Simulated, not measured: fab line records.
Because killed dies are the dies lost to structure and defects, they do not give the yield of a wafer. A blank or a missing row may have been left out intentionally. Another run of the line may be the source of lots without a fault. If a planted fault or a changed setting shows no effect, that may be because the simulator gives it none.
fab line records    flow nandHarc
record: lots: 24  wafers: 72  lastDay: 24
route steps=1159 shown A_STAIRCASE@652 A_SGD_CUT@760
lots that met no fault: from a run of the same line without faults
startH: hours from the record's first day to the start of the lot's first wafer shown    waitH: hours elapsed since this lot's preceding step    " same as the row above    L1.1+2: a row that stands for several wafers    - no value present, or no start provided    * or withheld: withheld    < > ~ a bound
route shown NAME@n: names a module that has steps shown in the file, with the first one's number in the route    usual: mean/standard deviation of fault-free wafers    same: alike in all rows    chamber/n: place in a boat    sites: readings site by site    _std_site: standard deviation across them    _edge_site: mean of outer sites minus mean of inner sites    radiusMm: how far each site lies from the wafer's centre    mask NAME#n: copy n    behind: the most recent tool/chamber to have shaped the wafer    hold: why the lot was held/for how many hours/how that ended    device: which transistor (n, p or np) failed to switch    end of line: tests run on the same wafers once the route is complete    a step given without rows: its recipe and nothing more    killed: at the first sort, the dies lost to defects and structure; wafer yield is something else    map: a wafer's dies, marking killed ones x, the rest . and places with no die _
set.NAME: setting as actually run; set.NAME@STEP: the setting as run at that earlier step    model.NAME: the simulator's own value behind a step, which no gauge read
a sample of lots followed through the steps of the route, with each step as a table and each wafer as a row
services: from which hour (startH, from the record's first day; less than 0 if before it) a tool's chamber was out of use, for how many hours, and why
== steps ==
step: NHARC_A_STAIRCASE_HM_DEP_456
recipe: targetThkA: 15000  tempC: 400  material: aC
usual: throttleValvePct: 34.999/0.0086
lot.wafer  tool       chamber  startH  waitH  throttleValvePct
L074.1     aclDep-01  0        249.80  -      34.997
L074.3     "          0        "       "      35.009
L074.5     "          0        "       "      35.007
L076.1     aclDep-03  0        254.15  -      34.993
L076.2     "          0        "       "      34.994
L076.5     "          0        "       "      34.999
L075.2     aclDep-02  0        254.75  -      35.000
L075.3     "          0        "       "      35.004
L075.6     "          0        "       "      35.020
L078.2     aclDep-03  0        262.11  -      35.015
L078.5     "          0        "       "      35.003
L078.6     "          0        "       "      35.005
L077.3     aclDep-02  0        263.97  -      34.998
L077.4     "          0        "       "      34.999
L077.5     "          0        "       "      34.998
L080.1     aclDep-01  0        280.96  -      35.004
L080.2     "          0        "       "      35.018
L080.6     "          0        282.50  -      35.004
L079.1     aclDep-02  0        282.37  -      34.986
L079.4     "          0        "       "      34.997
L079.6     "          0        "       "      34.993
L083.3     aclDep-03  0        294.29  -      35.003
L083.4     "          0        "       "      34.992
L083.6     "          0        "       "      34.979
L082.3     aclDep-03  0        296.13  -      34.990
L082.4     "          0        "       "      35.022
L082.6     "          0        "       "      34.989
L081.1     aclDep-02  0        301.67  -      34.992
L081.3     "          0        "       "      34.997
L081.6     "          0        "       "      35.001
L084.2     aclDep-01  0        313.72  -      35.007
L084.3     "          0        "       "      35.002
L084.6     "          0        "       "      35.021
L085.1     aclDep-03  0        314.50  -      34.999
L085.3     "          0        "       "      34.985
L085.4     "          0        "       "      35.000
L087.1     aclDep-01  0        325.74  -      34.981
L087.2     "          0        "       "      34.996
L087.3     "          0        "       "      34.997
L086.2     aclDep-03  0        327.32  -      35.003
L086.4     "          0        "       "      35.013
L086.5     "          0        "       "      34.985
L089.1     aclDep-03  0        339.34  -      34.997
L089.4     "          0        "       "      35.002
L089.5     "          0        "       "      35.011
L088.2     aclDep-01  0        340.90  -      35.009
L088.5     "          0        "       "      34.997
L088.6     "          0        "       "      35.007
L091.1     aclDep-01  0        344.33  -      34.996
L091.3     "          0        "       "      34.997
L091.5     "          0        "       "      34.983
L092.1     aclDep-01  0        347.85  -      34.998
L092.2     "          0        "       "      35.005
L092.4     "          0        "       "      35.018
L090.1     aclDep-02  0        347.95  -      34.996
L090.2     "          0        "       "      34.995
L090.4     "          0        "       "      34.989
L093.1     aclDep-01  0        353.07  -      34.990
L093.2     "          0        "       "      35.015
L093.3     "          0        "       "      35.009
L094.1     aclDep-01  0        367.79  -      34.994
L094.3     "          0        "       "      35.003
L094.5     "          0        "       "      34.992
L096.1     aclDep-01  0        377.73  -      35.006
L096.4     "          0        "       "      35.002
L096.5     "          0        "       "      35.011
L097.1     aclDep-03  0        377.75  -      35.005
L097.2     "          0        "       "      34.983
L097.3     "          0        "       "      34.989
L095.2     aclDep-02  0        379.51  -      35.004
L095.4     "          0        "       "      35.007
L095.5     "          0        "       "      35.009
step: NHARC_A_STAIRCASE_STRIP_316
recipe: o2FlowSccm: 500  arFlowSccm: 0  biasW: 0  chemistry: O2
usual: drypumpMotorCurrentA: 5.8/0.4  oesProductAu: 1.001/0.0069  rfVppV: 57.8/0.93  showerheadPlenumPTorr: 3.57/0.15  throttleValvePct: 17.035/0.0089
lot.wafer  tool        chamber  startH  waitH  drypumpMotorCurrentA  oesProductAu  rfHoursCounterH  rfVppV  showerheadPlenumPTorr  throttleValvePct
L074.3     rieDiel-11  1        -       -      6.4                   0.991         26               59.1    3.59                   17.033
L074.1     "           2        "       "      5.5                   1.005         25               58.7    3.79                   17.045
L074.5     "           0        "       "      5.5                   0.993         -                57.4    3.69                   17.037
L076.1     rieDiel-06  1        -       -      5.5                   0.996         9                58.3    3.72                   17.048
L076.2     "           3        "       "      5.4                   1.002         6                58.7    3.69                   17.022
L076.5     "           1        "       "      5.5                   1.009         -                58.5    3.72                   17.046
L075.2     rieDiel-06  2        -       -      5.3                   1.007         8                56.9    3.49                   17.032
L075.3     "           3        "       "      5.3                   1.000         6                58.7    3.69                   17.030
L075.6     "           2        "       "      5.3                   1.002         -                57.2    3.49                   17.040
L078.2     rieDiel-06  1        -       -      5.4                   0.998         10               58.0    3.72                   17.047
L078.5     "           3        "       "      5.4                   0.997         -                60.4    3.69                   17.015
L078.6     "           0        "       "      6.3                   0.991         -                58.0    3.46                   17.051
L077.3     rieDiel-01  1        -       -      5.9                   1.006         54               56.6    3.30                   17.024
L077.4     "           1        "       "      5.9                   0.999         -                57.7    3.30                   17.030
L077.5     "           0        "       "      6.4                   0.996         -                56.8    3.65                   17.030
L080.1     rieDiel-06  1        -       -      5.4                   1.000         14               58.3    3.72                   17.037
L080.2     "           2        "       "      5.3                   0.997         15               57.7    3.49                   17.040
L080.6     "           0        "       "      6.3                   1.006         -                57.6    3.46                   17.036
L079.4     rieDiel-06  3        -       -      5.3                   1.001         15               59.6    3.69                   17.025
L079.1     "           1        "       "      5.4                   0.997         15               58.6    3.72                   17.046
L079.6     "           3        "       "      5.3                   0.990         -                58.1    3.69                   17.033
L083.3     rieDiel-01  1        -       -      5.9                   0.996         69               57.4    3.29                   17.045
L083.4     "           2        "       "      5.7                   1.000         42               56.0    3.40                   17.031
L083.6     "           1        "       "      5.9                   0.982         -                57.7    3.29                   17.042
L082.4     rieDiel-11  0        -       -      5.5                   0.992         42               58.6    3.69                   17.027
L082.3     "           1        "       "      6.4                   0.993         41               57.2    3.59                   17.042
L082.6     "           3        "       "      5.8                   1.006         -                56.4    3.35                   17.030
L081.1     rieDiel-01  3        -       -      5.8                   1.002         66               58.4    3.49                   17.046
L081.3     "           1        "       "      6.0                   0.991         71               56.9    3.29                   17.040
L081.6     "           3        "       "      5.8                   1.002         -                57.4    3.49                   17.040
L084.3     rieDiel-11  2        -       -      5.5                   1.011         48               58.3    3.78                   17.040
L084.2     "           3        "       "      5.7                   1.008         48               57.5    3.34                   17.019
L084.6     "           2        "       "      5.5                   1.004         -                58.0    3.78                   17.061
L085.4     rieDiel-11  0        -       -      5.5                   1.004         48               58.4    3.68                   17.026
L085.1     "           2        "       "      5.5                   0.995         49               57.3    3.78                   17.037
L085.3     "           3        "       "      5.7                   1.001         49               56.9    3.34                   17.038
L087.3     rieDiel-06  3        -       -      5.4                   0.999         35               58.6    3.68                   17.023
L087.1     "           0        "       "      6.3                   0.983         41               56.7    3.45                   17.040
L087.2     "           1        "       "      5.4                   0.999         40               58.4    3.70                   17.040
L086.4     rieDiel-01  1        -       -      6.0                   1.002         6                58.2    3.80                   17.035
L086.2     "           2        "       "      5.7                   1.014         6                57.2    3.39                   17.035
L086.5     "           1        "       "      5.9                   1.000         -                57.4    3.80                   17.039
L089.1     rieDiel-06  0        -       -      6.3                   0.998         45               56.5    3.44                   17.034
L089.4     "           2        "       "      5.3                   0.999         42               58.2    3.47                   17.030
L089.5     "           0        "       "      6.3                   1.003         -                57.1    3.44                   17.039
L088.2     rieDiel-01  2        -       -      5.7                   1.005         11               56.1    3.39                   17.042
L088.5     "           2        "       "      5.7                   1.009         -                57.2    3.39                   17.048
L088.6     "           3        "       "      5.8                   0.998         -                56.8    3.48                   17.029
L091.1     rieDiel-01  0        -       -      6.4                   1.014         7                56.7    3.64                   17.036
L091.3     "           2        "       "      5.7                   1.012         11               57.6    3.39                   17.028
L091.5     "           3        "       "      5.8                   0.999         -                58.8    3.48                   17.045
L092.2     rieDiel-01  0        -       -      6.4                   0.999         9                57.1    3.64                   17.036
L092.4     "           1        "       "      5.9                   0.997         13               57.9    3.80                   17.012
L092.1     "           3        "       "      5.8                   0.990         13               57.6    3.48                   17.019
L090.1     rieDiel-06  2        -       -      5.3                   1.001         46               58.3    3.47                   17.026
L090.4     "           3        "       "      5.4                   1.000         44               58.1    3.67                   17.043
L090.2     "           0        "       "      6.3                   0.997         49               57.3    3.44                   17.046
L093.3     rieDiel-01  0        -       -      6.4                   1.004         9                59.4    3.64                   17.030
L093.1     "           1        "       "      5.9                   0.994         14               59.2    3.80                   17.040
L093.2     "           2        "       "      5.7                   1.017         14               57.9    3.39                   17.029
L094.3     rieDiel-01  2        -       -      5.7                   1.006         20               55.8    3.39                   17.037
L094.1     "           3        "       "      5.8                   0.995         20               56.3    3.48                   17.047
L094.5     "           0        "       "      6.4                   1.004         -                58.9    3.64                   17.038
L097.3     rieDiel-06  2        -       -      5.3                   1.001         59               58.4    3.46                   17.033
L097.2     "           3        "       "      5.4                   0.998         57               58.1    3.67                   17.035
L097.1     "           0        "       "      6.3                   0.999         61               56.7    3.43                   17.038
L096.4     rieDiel-11  2        -       -      5.5                   1.017         6                58.6    3.77                   17.048
L096.1     "           1        "       "      6.4                   0.999         6                57.9    3.57                   17.035
L096.5     "           3        "       "      5.8                   1.014         -                56.1    3.33                   17.034
L095.2     rieDiel-06  3        -       -      5.4                   0.995         57               57.4    3.67                   17.038
L095.5     "           0        "       "      6.3                   0.989         -                57.6    3.43                   17.032
L095.4     "           2        "       "      5.3                   0.995         -                60.1    3.46                   17.029
step: NHARC_A_STAIRCASE_ETCHBACK_416
recipe: targetDepthA: 360  timeS: 7.2  c4f8FlowSccm: withheld  o2FlowSccm: 8  arFlowSccm: withheld  rfW: 600  biasW: 800  chemistry: C4F8/O2/Ar
usual: oesProductAu: 0.94/0.034  rfVppV: 724/4.5
lot.wafer  tool        chamber  startH  waitH  oesProductAu  rfHoursCounterH  rfVppV
L074.3     rieDiel-06  0        -       -      0.99          7                721
L074.1     "           1        "       "      1.00          8                729
L074.5     "           3        "       "      0.99          -                728
L076.1     rieDiel-01  0        -       -      1.00          50               727
L076.2     "           1        "       "      0.99          52               717
L076.5     "           0        "       "      1.01          -                726
L075.3     rieDiel-06  0        -       -      0.92          9                721
L075.2     "           2        "       "      0.93          9                722
L075.6     "           0        "       "      0.92          -                722
L078.2     rieDiel-06  2        -       -      0.93          10               722
L078.5     "           0        "       "      0.92          -                722
L078.6     "           3        "       "      0.93          -                728
L077.4     rieDiel-11  1        -       -      0.93          31               725
L077.3     "           3        "       "      0.92          30               717
L077.5     "           0        "       "      0.93          -                726
L080.2     rieDiel-01  3        -       -      0.99          57               721
L080.1     "           0        "       "      1.00          61               726
L080.6     "           0        "       "      1.00          -                727
L079.1     rieDiel-11  2        -       -      1.01          37               732
L079.4     "           3        "       "      1.00          36               718
L079.6     "           3        "       "      1.00          -                717
L083.4     rieDiel-06  2        -       -      0.93          26               723
L083.3     "           3        "       "      0.92          25               728
L083.6     "           2        "       "      0.93          -                720
L082.3     rieDiel-01  1        -       -      0.92          71               717
L082.4     "           1        "       "      0.92          -                716
L082.6     "           3        "       "      0.94          -                722
L081.3     rieDiel-06  1        -       -      0.93          30               728
L081.1     "           2        "       "      0.93          28               722
L081.6     "           1        "       "      0.93          -                728
L084.2     rieDiel-01  3        -       -      1.00          0                723
L084.3     "           1        "       "      1.00          0                730
L084.6     "           1        "       "      1.00          -                733
L085.3     rieDiel-06  0        -       -      0.92          36               721
L085.4     "           2        "       "      0.92          33               722
L085.1     "           3        "       "      0.92          31               728
L086.4     rieDiel-11  3        -       -      0.93          57               718
L086.2     "           0        "       "      0.92          56               727
L086.5     "           0        "       "      0.93          -                727
L087.1     rieDiel-01  1        340.83  3.0    0.92          7                731
L087.3     "           3        "       "      0.93          7                721
L087.2     "           0        "       "      1.00          3                728
L089.1     rieDiel-01  2        -       -      0.93          11               719
L089.4     "           3        "       "      0.91          11               721
L089.5     "           2        "       "      0.94          -                718
L088.2     rieDiel-06  3        -       -      0.92          43               727
L088.6     "           3        "       "      0.91          -                729
L088.5     "           0        "       "      0.93          -                722
L091.3     rieDiel-06  3        -       -      0.92          43               726
L091.1     "           0        "       "      0.93          49               720
L091.5     "           3        "       "      0.92          -                728
L092.1     rieDiel-11  2        -       -      0.93          65               730
L092.4     "           3        "       "      0.92          63               717
L092.2     "           0        "       "      0.92          62               726
L090.1     rieDiel-11  1        -       -      0.91          62               724
L090.4     "           2        "       "      0.93          65               728
L090.2     "           3        "       "      0.94          63               717
L093.1     rieDiel-01  1        -       -      0.92          15               731
L093.2     "           3        "       "      0.92          15               723
L093.3     "           0        "       "      0.93          11               725
L094.1     rieDiel-01  0        -       -      0.93          15               726
L094.3     "           1        "       "      0.93          20               731
L094.5     "           3        "       "      0.92          -                722
L097.3     rieDiel-06  3        -       -      0.92          58               727
L097.1     "           0        "       "      0.91          61               721
L097.2     "           2        "       "      0.92          59               721
L096.1     rieDiel-06  0        -       -      0.92          62               721
L096.5     "           0        "       "      0.92          -                720
L096.4     "           2        "       "      0.93          -                721
L095.2     rieDiel-01  3        -       -      0.99          24               722
L095.4     "           1        "       "      1.01          23               731
L095.5     "           3        "       "      1.00          -                723
step: NHARC_A_STAIRCASE_ETCH_444
recipe: targetDepthA: 1.02e+05  timeS: 3400  c4f8FlowSccm: 20  o2FlowSccm: 10  arFlowSccm: withheld  rfW: 600  biasW: 1000  chemistry: C4F8/O2
usual: oesProductAu: 0.932/0.016  rfVppV: 808/4.8
lot.wafer  tool        chamber  startH  waitH  oesProductAu  rfHoursCounterH  rfVppV
L074.1     rieDiel-06  1        301.67  0.1    0.936         18               814
L074.3     "           2        "       "      0.928         19               806
L074.5     "           2        "       "      0.940         -                807
L075.3     rieDiel-06  0        306.50  0.1    0.924         25               804
L075.2     "           3        "       "      0.919         22               811
L075.6     "           0        "       "      0.911         -                805
L076.2     rieDiel-01  3        307.01  0.4    0.922         63               806
L076.1     "           0        "       "      0.939         66               810
L076.5     "           1        "       "      0.926         -                799
L078.2     rieDiel-11  3        312.64  0.3    0.927         43               801
L078.5     "           2        "       "      0.925         -                815
L078.6     "           3        "       "      0.919         -                801
L077.4     rieDiel-06  0        312.74  0.2    0.924         30               804
L077.3     "           3        "       "      0.919         26               811
L077.5     "           1        "       "      0.929         -                813
L080.1     rieDiel-06  0        328.57  0.1    0.923         36               804
L080.2     "           3        "       "      0.920         32               810
L080.6     "           1        "       "      0.920         -                814
L079.4     rieDiel-11  2        328.66  0.3    0.920         51               815
L079.1     "           3        "       "      0.918         51               801
L079.6     "           1        "       "      0.916         -                807
L082.4     rieDiel-06  2        351.38  0.1    0.925         42               804
L082.3     "           1        "       "      0.931         45               812
L082.6     "           2        "       "      0.935         -                804
L081.1     rieDiel-11  2        352.32  0.4    0.928         62               814
L081.3     "           3        "       "      0.924         61               803
L081.6     "           1        "       "      0.919         -                808
L083.3     rieDiel-06  0        352.78  1.4    0.925         47               804
L083.4     "           2        "       "      0.927         44               804
L083.6     "           0        "       "      0.921         -                805
L085.4     rieDiel-06  2        364.34  0.1    0.934         47               805
L085.3     "           3        "       "      0.935         45               811
L085.1     "           1        "       "      0.929         50               812
L084.2     rieDiel-11  0        364.87  0.4    0.920         63               812
L084.3     "           2        "       "      0.918         66               815
L084.6     "           0        "       "      0.930         -                812
L087.3     rieDiel-06  2        375.58  0.1    0.925         54               807
L087.1     "           0        "       "      0.925         56               803
L087.2     "           1        "       "      0.928         56               812
L086.2     rieDiel-11  1        375.75  0.1    0.944         0                807
L086.4     "           3        "       "      0.967         0                800
L086.5     "           1        "       "      0.958         -                808
L089.4     rieDiel-06  0        397.58  0.1    0.915         64               805
L089.1     "           3        "       "      0.920         60               811
L089.5     "           0        "       "      0.929         -                805
L088.2     rieDiel-11  3        397.72  0.3    0.964         7                800
L088.5     "           2        "       "      0.958         -                816
L088.6     "           3        "       "      0.964         -                801
L091.1     rieDiel-01  0        398.12  0.3    0.934         21               810
L091.3     "           2        "       "      0.936         26               802
L091.5     "           3        "       "      0.938         -                804
L090.1     rieDiel-11  1        398.93  1.5    0.953         9                809
L090.2     "           2        "       "      0.965         10               816
L090.4     "           0        "       "      0.952         8                812
L092.4     rieDiel-06  3        399.04  1.5    0.920         61               811
L092.2     "           0        "       "      0.921         65               806
L092.1     "           2        "       "      0.923         63               802
L093.1     rieDiel-11  2        402.91  0.1    0.969         12               815
L093.3     "           3        "       "      0.963         11               800
L093.2     "           0        "       "      0.984         10               811
L094.3     rieDiel-06  3        414.05  0.1    0.931         69               811
L094.1     "           2        "       "      0.927         70               804
L094.5     "           0        "       "      0.920         -                804
L097.2     rieDiel-01  2        425.90  0.4    0.941         32               802
L097.1     "           3        "       "      0.933         32               804
L097.3     "           0        "       "      0.931         28               810
L095.2     rieDiel-11  1        426.32  0.7    0.937         20               807
L095.5     "           2        "       "      0.955         -                814
L095.4     "           3        "       "      0.942         -                800
L096.1     rieDiel-01  3        427.09  1.5    0.925         33               807
L096.4     "           0        "       "      0.926         29               809
L096.5     "           0        "       "      0.931         -                809
step: NHARC_A_STAIRCASE_ETCHBACK_157
recipe: targetDepthA: 900  overEtchFrac: 0.3  timeS: 167.14  ionEnergyEv: 120  ch3fFlowSccm: 50  o2FlowSccm: 30  arFlowSccm: 200  rfW: 500  biasW: 100  chemistry: CH3F/O2
usual: drypumpMotorCurrentA: 5.8/0.4  oesProductAu: 0.981/0.027  rfVppV: 244.7/1.8  showerheadPlenumPTorr: 2.49/0.1  throttleValvePct: 20.662/0.0084
lot.wafer  tool        chamber  startH  waitH  drypumpMotorCurrentA  oesProductAu  rfHoursCounterH  rfVppV  showerheadPlenumPTorr  throttleValvePct
L074.3     rieDiel-01  1        305.78  0.2    5.9                   0.988         67               240.3   2.29                   20.653
L074.1     "           3        "       "      5.8                   0.993         62               242.2   2.43                   20.659
L074.5     "           3        "       "      5.8                   0.998         -                244.8   2.43                   20.649
L075.3     rieDiel-06  2        310.55  0.3    5.2                   1.004         26               242.5   2.42                   20.658
L075.2     "           3        "       "      5.3                   0.998         24               246.6   2.57                   20.658
L075.6     "           1        "       "      5.4                   0.998         -                246.3   2.59                   20.659
L076.2     rieDiel-06  1        311.15  0.2    5.4                   0.951         27               247.8   2.59                   20.658
L076.1     "           0        "       "      6.3                   0.947         28               244.0   2.40                   20.674
L076.5     "           2        "       "      5.3                   0.953         -                244.3   2.42                   20.671
L078.2     rieDiel-06  3        316.53  0.2    5.4                   0.916         27               245.9   2.57                   20.664
L078.5     "           3        "       "      5.4                   0.917         -                245.5   2.57                   20.655
L078.6     "           0        "       "      6.3                   0.918         -                243.5   2.40                   20.660
L077.4     rieDiel-06  2        316.76  0.2    5.3                   1.000         28               245.6   2.42                   20.654
L077.3     "           0        "       "      6.3                   0.992         32               245.2   2.40                   20.662
L077.5     "           3        "       "      5.3                   1.000         -                246.7   2.57                   20.666
L079.4     rieDiel-11  1        332.46  0.2    6.4                   0.993         52               244.1   2.50                   20.658
L079.1     "           2        "       "      5.5                   1.007         54               246.5   2.64                   20.644
L079.6     "           0        "       "      5.5                   0.989         -                246.9   2.57                   20.663
L080.1     rieDiel-06  2        332.61  0.2    5.2                   1.001         35               242.3   2.42                   20.660
L080.2     "           3        "       "      5.4                   1.001         33               245.5   2.57                   20.666
L080.6     "           1        "       "      5.4                   0.987         -                245.5   2.59                   20.662
L082.4     rieDiel-11  2        355.48  0.2    5.5                   0.954         64               247.0   2.63                   20.671
L082.3     "           0        "       "      5.5                   0.940         61               244.0   2.56                   20.646
L082.6     "           1        "       "      6.4                   0.938         -                245.3   2.49                   20.665
L081.1     rieDiel-01  1        356.08  0.1    6.0                   1.005         12               247.0   2.66                   20.664
L081.3     "           3        "       "      5.8                   1.001         12               244.9   2.43                   20.660
L081.6     "           2        "       "      5.7                   1.001         -                242.3   2.36                   20.659
L083.4     rieDiel-01  3        356.79  0.2    5.8                   1.006         12               244.0   2.43                   20.671
L083.3     "           0        "       "      6.4                   1.009         8                245.8   2.54                   20.645
L083.6     "           2        "       "      5.7                   1.007         -                242.2   2.36                   20.677
L085.4     rieDiel-06  3        368.61  0.1    5.4                   0.990         48               246.1   2.56                   20.643
L085.1     "           1        "       "      5.5                   0.998         51               246.7   2.58                   20.665
L085.3     "           2        "       "      5.3                   1.004         50               243.1   2.41                   20.664
L084.3     rieDiel-01  0        369.29  0.2    6.4                   1.008         12               246.8   2.54                   20.659
L084.2     "           1        "       "      5.9                   0.970         17               246.7   2.65                   20.675
L084.6     "           0        "       "      6.4                   1.001         -                247.4   2.54                   20.661
L087.3     rieDiel-01  0        379.56  0.2    6.4                   0.925         15               246.1   2.54                   20.676
L087.2     "           1        "       "      5.9                   0.932         20               247.4   2.65                   20.658
L087.1     "           2        "       "      5.7                   0.926         21               243.3   2.36                   20.665
L086.4     rieDiel-06  1        379.82  0.2    5.4                   0.949         57               245.2   2.58                   20.652
L086.2     "           2        "       "      5.3                   0.945         56               242.2   2.41                   20.674
L086.5     "           0        "       "      6.3                   0.933         -                242.2   2.39                   20.671
L088.2     rieDiel-11  2        401.46  0.2    5.5                   0.965         12               246.8   2.63                   20.666
L088.6     "           2        "       "      5.5                   0.957         -                246.5   2.63                   20.645
L088.5     "           3        "       "      5.7                   0.943         -                242.5   2.31                   20.672
L089.1     rieDiel-11  3        401.64  0.2    5.7                   0.961         10               242.2   2.31                   20.659
L089.4     "           2        "       "      5.5                   0.991         12               246.9   2.63                   20.683
L089.5     "           0        "       "      5.5                   0.956         -                246.6   2.56                   20.677
L091.1     rieDiel-01  1        401.94  0.2    6.0                   1.003         26               246.3   2.65                   20.670
L091.3     "           3        "       "      5.8                   0.999         28               244.6   2.42                   20.661
L091.5     "           1        "       "      5.9                   0.992         -                247.2   2.65                   20.673
L090.1     rieDiel-01  3        402.95  0.2    5.8                   0.967         28               243.9   2.42                   20.668
L090.4     "           0        "       "      6.4                   0.980         23               244.8   2.53                   20.650
L090.2     "           1        "       "      5.9                   0.966         26               246.6   2.65                   20.666
L092.1     rieDiel-06  2        403.06  0.2    5.3                   1.009         64               243.0   2.41                   20.656
L092.2     "           3        "       "      5.4                   1.008         63               243.8   2.56                   20.667
L092.4     "           2        "       "      5.3                   1.010         -                243.3   2.41                   20.659
L093.3     rieDiel-11  1        407.02  0.2    6.4                   0.988         13               245.1   2.49                   20.667
L093.2     "           2        "       "      5.5                   1.003         15               246.0   2.63                   20.673
L093.1     "           3        "       "      5.7                   1.010         13               243.7   2.31                   20.655
L094.3     rieDiel-11  3        418.48  0.2    5.8                   1.017         18               242.0   2.31                   20.659
L094.1     "           0        "       "      5.4                   1.002         15               246.3   2.56                   20.656
L094.5     "           0        "       "      5.5                   1.008         -                246.4   2.56                   20.670
L097.1     rieDiel-11  1        429.71  0.1    6.4                   0.987         23               244.8   2.48                   20.656
L097.2     "           3        "       "      5.8                   1.006         23               241.3   2.31                   20.666
L097.3     "           1        "       "      6.4                   0.989         -                244.4   2.48                   20.652
L095.2     rieDiel-06  1        430.24  0.2    5.5                   0.998         0                246.2   2.58                   20.645
L095.4     "           2        "       "      5.3                   1.002         2                243.9   2.40                   20.660
L095.5     "           3        "       "      5.4                   1.000         -                246.9   2.55                   20.662
L096.4     rieDiel-06  3        431.17  0.2    5.4                   0.996         3                245.1   2.55                   20.655
L096.1     "           0        "       "      6.3                   0.990         3                243.7   2.38                   20.671
L096.5     "           0        "       "      6.3                   0.990         -                243.1   2.38                   20.650
step: NHARC_A_SGD_CUT_INSPECT_11
usual: rawDefectCount: 17/8.4
lot.wafer  tool              chamber  startH  waitH  rawDefectCount
L074.1     defectInspect-01  -        307.67  0.0    12
L074.3     "                 -        "       "      4
L074.5     "                 -        "       "      12
L075.2     defectInspect-01  -        312.28  0.0    10
L075.3     "                 -        "       "      12
L075.6     "                 -        "       "      8
L076.1     defectInspect-01  -        313.06  0.0    13
L076.2     "                 -        "       "      18
L076.5     "                 -        "       "      18
L078.2     defectInspect-02  -        318.52  0.0    10
L078.5     "                 -        "       "      16
L078.6     "                 -        "       "      14
L077.3     defectInspect-01  -        318.91  0.0    7
L077.4     "                 -        "       "      9
L077.5     "                 -        "       "      8
L079.1     defectInspect-01  -        334.35  0.0    12
L079.4     "                 -        "       "      7
L079.6     "                 -        "       "      9
L080.1     defectInspect-01  -        334.51  0.0    24
L080.2     "                 -        "       "      22
L080.6     "                 -        "       "      22
L082.3     defectInspect-01  -        357.34  0.1    8
L082.4     "                 -        "       "      13
L082.6     "                 -        "       "      10
L081.1     defectInspect-02  -        358.15  0.0    11
L081.3     "                 -        "       "      3
L081.6     "                 -        "       "      10
L083.3     defectInspect-02  -        358.56  0.0    17
L083.4     "                 -        "       "      26
L083.6     "                 -        "       "      21
L085.1     defectInspect-02  -        370.46  0.0    31
L085.3     "                 -        "       "      26
L085.4     "                 -        "       "      34
L084.2     defectInspect-02  -        371.10  0.0    8
L084.3     "                 -        "       "      5
L084.6     "                 -        "       "      10
L087.1     defectInspect-01  -        381.36  0.0    15
L087.2     "                 -        "       "      12
L087.3     "                 -        "       "      6
L086.2     defectInspect-02  -        381.60  0.0    16
L086.4     "                 -        "       "      20
L086.5     "                 -        "       "      30
L088.2     defectInspect-02  -        403.45  0.0    25
L088.5     "                 -        "       "      22
L088.6     "                 -        "       "      23
L089.1     defectInspect-02  -        403.61  0.0    11
L089.4     "                 -        "       "      12
L089.5     "                 -        "       "      13
L091.1     defectInspect-01  -        403.76  0.0    28
L091.3     "                 -        "       "      28
L091.5     "                 -        "       "      33
L090.1     defectInspect-01  -        405.11  0.0    31
L090.2     "                 -        "       "      26
L090.4     "                 -        "       "      20
L092.1     defectInspect-01  -        405.33  0.0    21
L092.2     "                 -        "       "      16
L092.4     "                 -        "       "      7
L093.1     defectInspect-02  -        408.82  0.0    29
L093.2     "                 -        "       "      25
L093.3     "                 -        "       "      26
L094.1     defectInspect-01  -        420.32  0.0    13
L094.3     "                 -        "       "      9
L094.5     "                 -        "       "      22
L097.1     defectInspect-02  -        432.07  0.0    32
L097.2     "                 -        "       "      36
L097.3     "                 -        "       "      29
L095.2     defectInspect-02  -        432.37  0.0    17
L095.4     "                 -        "       "      22
L095.5     "                 -        "       "      26
L096.1     defectInspect-01  -        433.02  0.0    20
L096.4     "                 -        "       "      14
L096.5     "                 -        "       "      20
== services ==
tool        chamber  startH  hours  kind
rieDiel-01  3        229.49  2.7    repair
rieDiel-06  0        233.51  3.0    repair
rieDiel-06  -        241.20  9.0    pm
rieDiel-06  0        241.20  9.0    ventCycle
rieDiel-06  1        241.20  9.0    ventCycle
rieDiel-06  2        241.20  9.0    ventCycle
rieDiel-06  3        241.20  9.0    ventCycle
rieDiel-01  3        246.64  8.8    repair
rieDiel-06  0        250.20  -      clean
rieDiel-06  1        250.20  -      clean
rieDiel-06  2        250.20  -      clean
rieDiel-06  1        271.27  7.5    repair
aclDep-01   -        293.55  13.0   pm
rieDiel-11  1        295.55  5.4    repair
rieDiel-01  0        310.45  24.0   repair
rieDiel-01  -        314.83  9.0    pm
aclDep-02   -        351.01  13.0   pm
rieDiel-11  -        366.50  9.0    pm
rieDiel-11  0        386.54  1.2    repair
rieDiel-06  1        400.58  29.1   repair
aclDep-03   -        404.33  13.0   pm
rieDiel-01  -        405.05  9.7    repair
rieDiel-06  -        418.20  9.0    pm
rieDiel-11  0        424.89  9.5    repair
== key ==
fault none
